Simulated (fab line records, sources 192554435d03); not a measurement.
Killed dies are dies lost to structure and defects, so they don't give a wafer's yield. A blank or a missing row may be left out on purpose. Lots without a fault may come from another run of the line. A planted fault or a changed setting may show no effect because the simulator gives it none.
fab line records | flow n5_finfet
record lots=7 wafers=39
route steps=1938 shown DUMMY_GATE@250 SD_ACTIVATION@331 MOL_CONTACT_COAG@616
start_h: hours from the record's first day to the start of the lot's first wafer shown | wait_h: hours since the lot's step before | " the same as in the row above | L1.1+2: a row that stands for several wafers | - no value, or no start given | * or withheld: withheld | < > ~ a bound
route shown NAME@n: a module of which the file shows steps, and the number in the route of the first | usual: mean/standard deviation of fault-free wafers | same: alike in all rows | chamber/n: place in a boat | sites: the reading at each site | _std_site: their standard deviation | _edge_site: outer sites' mean less inner sites' | radius_mm: how far each site lies from the wafer's centre | mask NAME#n: copy n | behind: the tool/chamber that last shaped the wafer | hold: why the lot was held/for how many hours/how that ended | device: the transistor (n, p or np) that didn't switch | end of line: the same wafers' tests at the end of the route | a step without rows: its recipe alone | killed: dies lost to structure and defects at the first sort, not the wafer's yield | map: a wafer's dies, x killed, . not, _ none there
set.NAME: the setting as run; set.NAME@STEP: as run at that earlier step | model.NAME: the simulator's own value behind a step, which no gauge read
lots whose settings were changed on purpose; a table a step, a row a wafer
## steps
# step N5_DUMMY_GATE_ETCH_42
# recipe chemistry=CHF3/O2 target=SiO2 target_depth_a=35 time_s=31 ion_energy_ev=30 bias_w=12 pressure_mtorr=30 source_w=600 Ar_flow_sccm=200 CHF3_flow_sccm=50 O2_flow_sccm=5
# usual rf_vpp_V=42.5/0.99
# columns lot.wafer tool chamber start_h wait_h set.bias_w rf_vpp_V
L074.1 rie_diel-06 2 47.85 0.1 12 42.1
L074.2 " 0 " " 12 43.5
L074.3 " 1 " " 12 41.2
L074.4 " 1 " " 12 43.2
L074.5 " 2 " " 12 41.7
L074.6 " 0 " " 12 42.4
L077.1 rie_diel-01 3 65.09 0.0 12 41.5
L077.2 " 0 " " 12 42.7
L077.3 " 1 " " 14.22 48.5
L077.4 " 2 " " 14.22 48.3
L077.5 " 3 " " 12 41.3
L077.6 " 0 " " 14.22 49.6
L079.1 rie_diel-01 1 78.39 0.3 12 42.6
L079.2 " 0 " " 12 42.8
L079.3 " 2 " " 12 42.4
L079.4 " 3 " " 12 41.8
L079.5 " 0 " " 12 42.5
L079.6 " 1 " " 12 43.4
L087.1 rie_diel-01 1 127.93 0.0 12.61 42.8
L087.2 " 3 " " 12 42.2
L087.3 " 0 " " 12.61 44.6
L087.4 " 2 " " 12 42.0
L087.5 " 3 " " 12 42.3
L087.6 " 0 " " 12.61 45.0
L091.1 rie_diel-06 0 150.49 0.1 13.5 45.8
L091.2 " 1 " " 12 43.2
L091.3 " 3 " " 13.5 45.8
L091.4 " 2 " " 12 42.3
L091.5 " 1 " " 13.5 47.2
L091.6 " 0 " " 12 40.2
L093.1 rie_diel-01 1 160.05 0.0 12 43.4
L093.2 " 2 " " 12 43.2
L093.5 " 1 " " 12 42.1
L095.1 rie_diel-02 1 173.98 0.0 12 42.1
L095.2 " 2 " " 12 44.4
L095.3 " 0 " " 12 42.8
L095.4 " 3 " " 12 41.4
L095.5 " 0 " " 12 42.7
L095.6 " 3 " " 12 41.4
# step N5_SD_ACTIVATION_LSA_01
# recipe temp_c=1080 time_s=0.0008 ambient=N2
# usual wafer_temp_C_max=1084.9/0.81
# columns lot.wafer tool chamber start_h wait_h set.temp_c wafer_temp_C_max
L074.1 laser_anneal-02 0 58.00 0.2 1080 1085.3
L074.2 " 0 " " 1069 1072.8
L074.3 " 0 " " 1080 1084.6
L074.4 " 0 " " 1080 1084.5
L074.5 " 0 " " 1069 1073.1
L074.6 " 0 " " 1069 1074.7
L077.1 laser_anneal-01 0 75.70 0.2 1080 1085.1
L077.2 " 0 " " 1067 1072.2
L077.3 " 0 " " 1080 1084.9
L077.4 " 0 " " 1067 1071.8
L077.5 " 0 " " 1067 1072.2
L077.6 " 0 " " 1080 1084.6
L079.1 laser_anneal-01 0 88.11 0.2 1080 1085.1
L079.2 " 0 " " 1072 1077.1
L079.3 " 0 " " 1072 1074.8
L079.4 " 0 " " 1072 1075.8
L079.5 " 0 " " 1080 1085.5
L079.6 " 0 " " 1080 1084.8
L087.1 laser_anneal-01 0 138.33 0.2 1080 1083.9
L087.2 " 0 " " 1080 1084.6
L087.3 " 0 " " 1080 1085.4
L087.4 " 0 " " 1080 1085.4
L087.5 " 0 " " 1080 1083.7
L087.6 " 0 " " 1080 1084.6
L091.1 laser_anneal-02 0 160.23 0.2 1080 1083.9
L091.2 " 0 " " 1073 1077.1
L091.3 " 0 " " 1073 1077.5
L091.4 " 0 " " 1073 1078.2
L091.5 " 0 " " 1080 1085.8
L091.6 " 0 " " 1080 1085.8
L093.1 laser_anneal-02 0 169.66 0.2 1080 1085.2
L093.2 " 0 " " 1080 1084.6
L093.5 " 0 " " 1080 1085.1
L095.1 laser_anneal-01 0 186.49 0.2 1080 1084.5
L095.2 " 0 " " 1092 1096.3
L095.3 " 0 " " 1092 1097.3
L095.4 " 0 " " 1092 1096.4
L095.5 " 0 " " 1080 1085.4
L095.6 " 0 " " 1080 1084.6
# step N5_SD_ACTIVATION_RS_MEAS_03
# recipe thk_meas_gauge=four-point-probe
# usual RS_SD_N=21.9/0.31 RS_SD_P=56.0/0.76
# columns lot.wafer tool chamber start_h wait_h set.temp_c@SD_ACTIVATION_LSA_01 RS_SD_N[ohm/sq] RS_SD_P[ohm/sq]
L074.1 film_metro-02 - 58.21 0.2 1080 22.2 56.8
L074.2 " - " " 1069 23.0 57.5
L074.3 " - " " 1080 21.7 56.7
L074.4 " - " " 1080 22.0 57.2
L074.5 " - " " 1069 23.1 56.5
L074.6 " - " " 1069 23.4 57.2
L077.1 film_metro-02 - 75.91 0.2 1080 22.3 56.8
L077.2 " - " " 1067 23.7 57.1
L077.3 " - " " 1080 22.0 57.0
L077.4 " - " " 1067 23.5 57.1
L077.5 " - " " 1067 23.5 56.9
L077.6 " - " " 1080 22.0 56.9
L079.1 film_metro-01 - 88.31 0.2 1080 21.3 56.0
L079.2 " - " " 1072 22.4 54.6
L079.3 " - " " 1072 22.1 55.7
L079.4 " - " " 1072 22.2 55.3
L079.5 " - " " 1080 21.3 54.5
L079.6 " - " " 1080 21.6 55.4
L087.1 film_metro-01 - 138.54 0.2 1080 22.3 55.6
L087.2 " - " " 1080 22.4 56.2
L087.3 " - " " 1080 22.2 55.8
L087.4 " - " " 1080 22.3 55.1
L087.5 " - " " 1080 22.2 55.3
L087.6 " - " " 1080 22.2 55.9
L091.1 film_metro-02 - 160.43 0.2 1080 22.2 57.5
L091.2 " - " " 1073 22.5 56.7
L091.3 " - " " 1073 22.3 58.0
L091.4 " - " " 1073 22.6 57.1
L091.5 " - " " 1080 22.0 57.6
L091.6 " - " " 1080 22.0 57.5
L093.1 film_metro-01 - 169.86 0.2 1080 21.7 55.2
L093.2 " - " " 1080 21.8 56.1
L093.5 " - " " 1080 21.8 55.1
L095.1 film_metro-02 - 186.70 0.2 1080 21.8 55.2
L095.2 " - " " 1092 20.4 54.8
L095.3 " - " " 1092 20.2 54.4
L095.4 " - " " 1092 20.8 54.7
L095.5 " - " " 1080 22.0 55.3
L095.6 " - " " 1080 21.7 54.7
# step N5_MOL_CONTACT_COAG_ETCH_124
# recipe chemistry=CH3F/O2 target=SiNx target_depth_a=65 mask_material=SOC stop_on=SiOC over_etch_frac=0.3 ion_energy_ev=120 pressure_mtorr=30 source_w=395 bias_w=73 Ar_flow_sccm=150 CH3F_flow_sccm=30 O2_flow_sccm=20 ends=end_point
# usual rf_vpp_V=298/5.9
# columns lot.wafer tool chamber start_h wait_h set.source_w rf_vpp_V
L074.1 rie_diel-04 1 101.72 0.0 395 300
L074.2 " 2 " " 395 307
L074.3 " 0 " " 330.2 314
L074.4 " 3 " " 330.2 328
L074.5 " 2 " " 330.2 332
L074.6 " 1 " " 395 299
L077.1 rie_diel-05 3 118.20 0.0 418.3 292
L077.2 " 1 " " 395 301
L077.3 " 0 " " 395 299
L077.4 " 3 " " 418.3 292
L077.5 " 0 " " 395 300
L077.6 " 1 " " 418.3 294
L079.1 rie_diel-05 0 131.97 0.0 395 300
L079.2 " 1 " " 395 302
L079.3 " 2 " " 347.1 311
L079.4 " 3 " " 347.1 319
L079.5 " 1 " " 395 301
L079.6 " 2 " " 347.1 311
L087.1 rie_diel-05 1 182.44 0.0 332.7 326
L087.2 " 0 " " 332.7 324
L087.3 " 3 " " 332.7 326
L087.4 " 2 " " 395 293
L087.5 " 0 " " 395 300
L087.6 " 3 " " 395 302
L091.1 rie_diel-05 0 203.67 0.0 395 300
L091.2 " 2 " " 395 292
L091.3 " 1 " " 395 301
L091.4 " 3 " " 334.5 327
L091.5 " 0 " " 334.5 322
L091.6 " 1 " " 334.5 325
L093.1 rie_diel-05 3 210.57 0.0 395 300
L093.2 " 1 " " 395 302
L093.5 " 0 " " 395 300
L095.1 rie_diel-04 2 230.91 0.0 395 306
L095.2 " 1 " " 395 299
L095.3 " 3 " " 395 300
L095.4 " 0 " " 395 287
L095.5 " 1 " " 395 300
L095.6 " 0 " " 395 290
# step N5_MOL_CONTACT_COAG_ANNEAL_112
# recipe temp_c=400 time_s=1800 ambient=HPD2 pressure_atm=10
# usual wafer_temp_C_max=402.5/0.55
# columns lot.wafer tool chamber start_h wait_h set.temp_c wafer_temp_C_max
L074.1 hp_anneal-01 0 102.81 0.0 389.4 391.7
L074.2 " 0 " " 389.4 391.2
L074.3 " 0 " " 389.4 392.4
L074.4 " 0 " " 389.4 391.9
L074.5 " 0 " " 389.4 391.9
L074.6 " 0 " " 389.4 392.1
L077.1 hp_anneal-01 0 119.33 0.0 396.2 398.2
L077.2 " 0 " " 396.2 399.2
L077.3 " 0 " " 396.2 399.0
L077.4 " 0 " " 396.2 397.7
L077.5 " 0 " " 396.2 399.5
L077.6 " 0 " " 396.2 397.9
L079.1 hp_anneal-01 0 133.27 0.2 407 408.5
L079.2 " 0 " " 407 409.1
L079.3 " 0 " " 407 409.4
L079.4 " 0 " " 407 409.7
L079.5 " 0 " " 407 409.9
L079.6 " 0 " " 407 410.3
L087.1 hp_anneal-01 0 183.54 0.0 405.7 407.6
L087.2 " 0 " " 405.7 408.6
L087.3 " 0 " " 405.7 408.0
L087.4 " 0 " " 405.7 407.4
L087.5 " 0 " " 405.7 408.0
L087.6 " 0 " " 405.7 407.8
L091.1 hp_anneal-01 0 204.77 0.0 394 396.9
L091.2 " 0 " " 394 396.7
L091.3 " 0 " " 394 397.3
L091.4 " 0 " " 394 397.4
L091.5 " 0 " " 394 396.2
L091.6 " 0 " " 394 397.6
L093.1 hp_anneal-01 0 212.16 0.5 400 402.7
L093.2 " 0 " " 400 402.4
L093.5 " 0 " " 400 402.4
L095.1 hp_anneal-01 0 232.09 0.0 400 402.7
L095.2 " 0 " " 400 401.7
L095.3 " 0 " " 400 401.8
L095.4 " 0 " " 400 402.6
L095.5 " 0 " " 400 401.3
L095.6 " 0 " " 400 402.7
## key
split step=N5_DUMMY_GATE_ETCH_42 setting=bias_w stated=12 by=wafer
response step=N5_DUMMY_GATE_ETCH_42 reading=rf_vpp_V change=+0.372 per=1% r=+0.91
split step=N5_SD_ACTIVATION_LSA_01 setting=temp_c stated=1080 by=wafer
response step=N5_SD_ACTIVATION_LSA_01 reading=wafer_temp_C_max change=* per=1% r=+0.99
response step=N5_SD_ACTIVATION_RS_MEAS_03 reading=RS_SD_N change=-1.15 per=1% r=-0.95
split step=N5_MOL_CONTACT_COAG_ETCH_124 setting=source_w stated=395 by=wafer
response step=N5_MOL_CONTACT_COAG_ETCH_124 reading=rf_vpp_V change=-1.51 per=1% r=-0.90
split step=N5_MOL_CONTACT_COAG_ANNEAL_112 setting=temp_c stated=400 by=lot
response step=N5_MOL_CONTACT_COAG_ANNEAL_112 reading=wafer_temp_C_max change=* per=1% r=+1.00
